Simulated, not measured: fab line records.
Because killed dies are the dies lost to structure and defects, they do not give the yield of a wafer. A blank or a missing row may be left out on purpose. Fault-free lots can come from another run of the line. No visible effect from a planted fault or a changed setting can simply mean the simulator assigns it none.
Matching of chambers ; flow nandHarc ; NHARC_P_M2_CMP_23 on cmp-02: 3 sister chambers
The step polishes, t overpolish 20 s, target thk 144.3 nm. 14 wafers are shown with their chamber, then 5 later ones without.

## EACH WAFER AND ITS CHAMBER
wafer;chamber;motorCurrentA (A);timeToEndpointS (s);slurryFlowMlMin
L076.3;1;12.3;30.6;149.7
L076.4;3;10.9;30.6;150.1
L076.5;1;12.0;29.5;150.2
L079.1;3;11.9;27.3;150.4
L079.4;1;12.0;27.9;150.0
L079.5;1;11.9;28.9;149.6
L080.3;1;11.9;28.8;150.9
L080.5;0;13.7;23.4;150.2
L080.6;1;12.1;28.7;150.3
L085.1;1;11.4;29.0;149.5
L085.3;3;11.8;29.9;150.4
L085.4;0;14.1;25.6;151.1
L091.3;1;11.7;27.0;150.3
L091.4;3;12.0;28.8;149.4

SIGNATURES, as means of the wafers listed above
reading;chamber 0;chamber 1;chamber 3;scatter within a chamber
motorCurrentA;13.900;11.912;11.650;0.351
timeToEndpointS;24.500;28.800;29.150;1.22
slurryFlowMlMin;150.650;150.062;150.075;0.483
Rule: a wafer lies at a distance from a chamber equal to the root of the sum of squares, over the readings, of (its reading less the chamber's mean, divided by the reading's scatter). The wafer belongs to the nearest chamber; if the next one is less than 2 further off, it can't be placed. The scatter: take each reading less its chamber's mean, square it, sum over the shown wafers, divide by the number of wafers less the number of chambers, and take the root.

## WAFERS WHOSE CHAMBER IS MISSING
wafer;motorCurrentA (A);timeToEndpointS (s);slurryFlowMlMin
L091.6;12.5;31.1;150.7
L093.3;13.6;25.2;150.3
L093.5;11.8;27.3;149.6
L094.1;12.3;28.8;149.0
L094.6;11.9;28.2;149.8

## CHAMBER TAKEN BY EACH
wafer;from the rows above;in truth
L091.6;can't be placed: 1 or 3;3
L093.3;0;0
L093.5;can't be placed: 1 or 3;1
L094.1;can't be placed: 1 or 3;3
L094.6;can't be placed: 1 or 3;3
Correct placement for 1 of the 5. Can't be placed from these rows: 4 (the true chamber is among the candidates in 4). 0 placed wrongly.
